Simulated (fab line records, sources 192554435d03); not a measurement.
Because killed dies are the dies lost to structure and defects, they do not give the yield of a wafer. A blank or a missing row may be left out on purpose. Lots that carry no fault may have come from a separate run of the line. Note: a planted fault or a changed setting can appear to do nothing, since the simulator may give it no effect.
Chamber matching | flow n5-finfet | 4 sister chambers for N5_HKMG_FIN_ETCH_54 on rie-diel-03
The step etches SiARC in CF4, target depth 45.5 nm, time 75.8 s. 8 wafers are shown with their chamber, then 11 later ones without.

## WAFERS, EACH WITH ITS CHAMBER
wafer  | chamber | drypump-motor-current-A (A) | showerhead-plenum-p-Torr (Torr)
L080.6 | 3       | 6.5                         | 2.21
L081.3 | 2       | 5.3                         | 2.07
L081.4 | 1       | 5.2                         | 2.20
L083.4 | 3       | 6.5                         | 2.21
L085.2 | 1       | 5.2                         | 2.19
L085.3 | 0       | 5.6                         | 2.04
L085.4 | 2       | 5.3                         | 2.07
L088.1 | 0       | 5.7                         | 2.04

## WAFERS WITH NO CHAMBER GIVEN
wafer  | drypump-motor-current-A (A) | showerhead-plenum-p-Torr (Torr)
L088.3 | 6.5                         | 2.21
L088.6 | 5.3                         | 2.07
L090.3 | 6.5                         | 2.21
L090.4 | 5.2                         | 2.19
L090.5 | 5.2                         | 2.19
L092.1 | 5.6                         | 2.04
L092.2 | 6.5                         | 2.20
L092.6 | 5.3                         | 2.07
L095.2 | 5.7                         | 2.03
L095.5 | 5.7                         | 2.04
L095.6 | 5.3                         | 2.06

## WHICH CHAMBER EACH WENT THROUGH
wafer  | from the rows above | in truth
L088.3 | 3                   | 3
L088.6 | 2                   | 2
L090.3 | 3                   | 3
L090.4 | 1                   | 1
L090.5 | 1                   | 1
L092.1 | 0                   | 0
L092.2 | 3                   | 3
L092.6 | 2                   | 2
L095.2 | 0                   | 0
L095.5 | 0                   | 0
L095.6 | 2                   | 2
11 of 11 placed correctly. From these rows, 0 cannot be placed. Number placed wrongly: 0.
How it was worked out, from the rows above alone: a wafer's distance from a chamber is the root of the sum, over the readings, of the square of ((its reading less the chamber's mean) divided by the reading's scatter). The wafer belongs to the nearest chamber; if the next one is less than 2 further off, it can't be placed. The mean given for a chamber averages the wafers shown for that chamber. How the scatter is found: for the shown wafers, subtract from each reading the mean of its chamber, square and add these, divide the total by (wafers less chambers), then take the root.
